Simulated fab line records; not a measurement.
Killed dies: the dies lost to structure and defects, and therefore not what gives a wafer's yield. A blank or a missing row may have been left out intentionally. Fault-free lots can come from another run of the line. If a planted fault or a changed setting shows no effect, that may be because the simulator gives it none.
A single fault, viewed from 2 desks || flow nandHarc || every desk sees just its own numbers, and what lay behind them comes last

THE DEFECT DESK
For each lot, the counts of the inspections along the route, averaged over the sampled wafers that have a number. Marked OUT: a lot whose mean sits more than 4 standard deviations from the usual mean, which makes it out of limits; the brackets give that distance.
Columns: A = rawDefectCount at NHARC_A_M1_INSPECT_27, usual 523
{"lot": "L534", "first seen here": "day 23 07:12", "A": 458}
{"lot": "L535", "first seen here": "day 24 03:50", "A": 547}
{"lot": "L536", "first seen here": "day 24 08:20", "A": 456}
{"lot": "L538", "first seen here": "day 25 20:01", "A": 670}
{"lot": "L542", "first seen here": "day 26 18:31", "A": 710}
{"lot": "L545", "first seen here": "day 27 20:52", "A": 843}
{"lot": "L549", "first seen here": "day 29 02:25", "A": 562}
{"lot": "L551", "first seen here": "day 30 06:16", "A": 616}
{"lot": "L550", "first seen here": "day 30 16:20", "A": 396}
{"lot": "L553", "first seen here": "day 31 05:59", "A": 475}
{"lot": "L552", "first seen here": "day 31 08:38", "A": 461}
{"lot": "L554", "first seen here": "day 32 01:32", "A": 539}
This desk's finding: nothing out of limits on any of the 12 lots.

THE TOOL OWNER'S DESK: cmp-03
The tool's own readings at NHARC_A_M1_CMP_23 (polishes, t overpolish 20 s, target thk 154.34 nm): means of the sampled wafers that have a number, for each lot that ran on this tool. Marked OUT: a lot whose mean sits more than 4 standard deviations from the usual mean, which makes it out of limits; the brackets give that distance.
Columns: A = motorCurrentA at NHARC_A_M1_CMP_23, usual 12.1 A; B = slurryFlowMlMin at NHARC_A_M1_CMP_23, usual 149.9; C = timeToEndpointS at NHARC_A_M1_CMP_23, usual 29 s
{"lot": "L534", "first seen here": "day 23 06:47", "A": 12.2, "B": 150.1, "C": 23}
{"lot": "L536", "first seen here": "day 24 07:52", "A": 11.0, "B": 149.8, "C": 26}
{"lot": "L542", "first seen here": "day 26 18:04", "A": 13.6, "B": 149.7, "C": 27}
{"lot": "L545", "first seen here": "day 27 20:23", "A": 13.0, "B": 149.3, "C": 28}
{"lot": "L553", "first seen here": "day 31 05:31", "A": 12.8, "B": 149.8, "C": 27}
{"lot": "L554", "first seen here": "day 32 01:05", "A": 14.0, "B": 149.8, "C": 28}
This desk's finding: nothing out of limits on any of the 6 lots.

PUT TOGETHER
No out-of-limits result turned up at the defect desk.
The desk of the tool owner found nothing out of limits.

WHAT THE SIMULATOR HAD INSERTED
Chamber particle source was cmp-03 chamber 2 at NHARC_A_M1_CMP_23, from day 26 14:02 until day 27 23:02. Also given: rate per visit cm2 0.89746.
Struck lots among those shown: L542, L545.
